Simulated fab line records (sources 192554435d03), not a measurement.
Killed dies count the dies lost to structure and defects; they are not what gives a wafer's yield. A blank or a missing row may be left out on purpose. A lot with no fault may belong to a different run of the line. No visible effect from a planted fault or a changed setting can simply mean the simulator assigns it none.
Chamber matching | flow n5_finfet | 4 sister chambers for N5_BEOL_M6_STRIP_67 on rie_diel-01
The step strips in CF4. 24 wafers are shown with their chamber, then 12 later ones without.

## EACH WAFER AND ITS CHAMBER
wafer  | chamber | throttle_valve_pct (%) | oes_product_au (a.u.) | showerhead_plenum_p_Torr (Torr)
L074.2 | 2       | 13.41                  | 0.84                  | 1.81
L074.4 | 1       | 13.65                  | 0.76                  | 1.78
L074.5 | 2       | 13.40                  | 0.83                  | 1.81
L076.3 | 0       | 13.38                  | 0.90                  | 1.77
L076.5 | 1       | 13.66                  | 0.75                  | 1.78
L076.6 | 0       | 13.37                  | 0.90                  | 1.77
L077.2 | 2       | 13.43                  | 0.82                  | 1.81
L077.3 | 1       | 13.66                  | 0.75                  | 1.78
L077.4 | 1       | 13.68                  | 0.74                  | 1.78
L078.2 | 3       | 13.73                  | 0.71                  | 1.84
L078.3 | 1       | 13.68                  | 0.73                  | 1.78
L078.4 | 2       | 13.41                  | 0.81                  | 1.81
L081.3 | 0       | 13.41                  | 0.87                  | 1.76
L081.4 | 2       | 13.45                  | 0.81                  | 1.81
L081.6 | 2       | 13.45                  | 0.82                  | 1.80
L084.2 | 1       | 13.71                  | 0.73                  | 1.77
L084.3 | 2       | 13.45                  | 0.81                  | 1.81
L084.4 | 3       | 13.74                  | 0.69                  | 1.83
L083.2 | 3       | 13.75                  | 0.70                  | 1.83
L083.5 | 1       | 13.69                  | 0.74                  | 1.77
L083.6 | 2       | 13.46                  | 0.81                  | 1.80
L085.1 | 2       | 13.45                  | 0.80                  | 1.80
L085.4 | 1       | 13.72                  | 0.73                  | 1.77
L085.5 | 2       | 13.44                  | 0.81                  | 1.80

SIGNATURES (means of the wafers above)
reading                  | chamber 0 | chamber 1 | chamber 2 | chamber 3 | scatter within a chamber
throttle_valve_pct       | 13.3867   | 13.6813   | 13.4350   | 13.7400   | 0.0217
oes_product_au           | 0.8900    | 0.7412    | 0.8160    | 0.7000    | 0.0121
showerhead_plenum_p_Torr | 1.7667    | 1.7763    | 1.8060    | 1.8333    | 0.0053
Rule: distance of a wafer from a chamber = root of the sum over the readings of ((wafer's reading minus chamber's mean) / reading's scatter) squared. If the next closest chamber is less than 2 further off than the closest, the wafer can't be placed; otherwise it belongs to the closest. How the scatter is found: for the shown wafers, subtract from each reading the mean of its chamber, square and add these, divide the total by (wafers less chambers), then take the root.

## WAFERS MISSING THEIR CHAMBER
wafer  | throttle_valve_pct (%) | oes_product_au (a.u.) | showerhead_plenum_p_Torr (Torr)
L089.1 | 13.46                  | 0.80                  | 1.80
L089.2 | 13.70                  | 0.73                  | 1.77
L089.3 | 13.45                  | 0.86                  | 1.76
L089.4 | 13.77                  | 0.69                  | 1.83
L089.5 | 13.47                  | 0.80                  | 1.80
L089.6 | 13.73                  | 0.72                  | 1.77
L097.1 | 13.52                  | 0.79                  | 1.80
L097.2 | 13.82                  | 0.69                  | 1.83
L097.3 | 13.76                  | 0.72                  | 1.77
L097.4 | 13.47                  | 0.85                  | 1.76
L097.5 | 13.53                  | 0.79                  | 1.80
L097.6 | 13.81                  | 0.68                  | 1.83

## EACH ONE'S CHAMBER
wafer  | from the rows above | in truth
L089.1 | 2                   | 2
L089.2 | 1                   | 1
L089.3 | 0                   | 0
L089.4 | 3                   | 3
L089.5 | 2                   | 2
L089.6 | 1                   | 1
L097.1 | 2                   | 2
L097.2 | 3                   | 3
L097.3 | 1                   | 1
L097.4 | 0                   | 0
L097.5 | 2                   | 2
L097.6 | 3                   | 3
Placed correctly: 12 of 12. Can't be placed from these rows: 0. Placed wrongly: 0.
